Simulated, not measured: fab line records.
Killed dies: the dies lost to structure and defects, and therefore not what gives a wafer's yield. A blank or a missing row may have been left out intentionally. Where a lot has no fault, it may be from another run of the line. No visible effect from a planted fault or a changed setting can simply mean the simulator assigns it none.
A struck lot beside a sound one	flow n5Finfet	14 steps out of a route of 1938
Sound: wafers L768.1, L768.2, L768.4. Struck: wafer L775.6 (L775.1, L775.5, from the same lot, were not struck and are left out); the cause is given at the end.
Each step with rows lists, per side, the tool, then ch with its chambers, then its first start. Under that, the readings that differ: sound wafers	struck wafers	difference of the means	sigmas: that difference in standard deviations of wafers without a fault.
alike: same words and numbers on both sides, and readings whose means sit less than 2 such deviations apart. not compared: any withheld reading, any reading some wafer has no value for, any bound like >300 that may hide the same value, and any number with overlapping values for which the record gives no deviation.
The two part at a step that has a row with sigmas, a row that says differs or no value, or rows on one side only. When numbers do not overlap yet have no deviation, they are printed without sigmas and do not part them. A reading that every wafer of one side lacks parts them only if that side has two wafers or more.

first, 8 steps without rows for these wafers: N5_BEOL_M8_COAT_59 (time 60 s, resist thk 100 nm); N5_BEOL_M8_COAT_60 (time 60 s, resist thk 35 nm); N5_BEOL_M8_COAT_05 (resist thk 90 nm); N5_BEOL_M8_EBR_07; N5_BEOL_M8_SOFTBAKE_06 (time 60 s); N5_BEOL_M8_EXPOSE_08 (exposes mask M8); N5_BEOL_M8_PEB_09 (peb time 60 s); N5_BEOL_M8_DEVELOP_10 (develop time 30 s).
N5_BEOL_M8_CD_MEAS_11: target cd 38.5 nm.
  sound on cdSem-02 ch 0, day 10 12:25; struck on cdSem-01 ch 0, day 13 02:35
  alike: cdNm
N5_BEOL_M8_OVL_MEAS_12:
  sound on overlay-02 ch 0, day 10 12:27; struck on overlay-01 ch 0, day 13 02:37
  alike: M8_OVL
N5_BEOL_M8_INSPECT_13: inspects for defects (brightfield).
  sound on defectInspect-02, day 10 12:28; struck on defectInspect-02, day 13 02:39
  alike: rawDefectCount
N5_BEOL_M8_DESCUM_16: chemistry O2, time 7.9 s.
  sound on rieDiel-02 ch 1,2,3, day 10 12:31; struck on rieDiel-01 ch 1, day 13 02:41
reading	sound	struck	difference	sigmas
rfVppV (V)	243.1 242.1 241.0	245.2	+3.1	+2
showerheadPlenumPTorr (Torr)	2.19 1.99 2.02	2.24	+0.17	+2
  alike: drypumpMotorCurrentA, o2FlowSccm, oesProductAu, throttleValvePct
  not compared: rfHoursCounterH
N5_BEOL_M8_ETCH_61: etches SiARC in CF4, target depth 45.5 nm, time 75.8 s.
  sound on rieDiel-02 ch 1,2,3, day 10 12:32; struck on rieDiel-01 ch 1, day 13 02:43
reading	sound	struck	difference	sigmas
etchRfOnTimeS (s)	76.2 75.8 74.5	142.0	+66.5	+44
  alike: drypumpMotorCurrentA, oesProductAu, rfVppV, showerheadPlenumPTorr, throttleValvePct
  not compared: rfHoursCounterH
N5_BEOL_M8_ETCH_62: etches SOC in N2/H2, target depth 110 nm, overetch 22 nm, time 165 s.
  sound on rieDiel-02 ch 1,2,3, day 10 12:36; struck on rieDiel-01 ch 1, day 13 02:46
reading	sound	struck	difference	sigmas
rfVppV (V)	525.3 520.2 521.9	528.4	+5.9	+2
  alike: drypumpMotorCurrentA, oesProductAu, showerheadPlenumPTorr, throttleValvePct
  not compared: rfHoursCounterH

WHERE THEY PART
Last at N5_BEOL_M8_ETCH_62 as far as this record goes, first at N5_BEOL_M8_DESCUM_16.

WHY: what had been put in by the simulator
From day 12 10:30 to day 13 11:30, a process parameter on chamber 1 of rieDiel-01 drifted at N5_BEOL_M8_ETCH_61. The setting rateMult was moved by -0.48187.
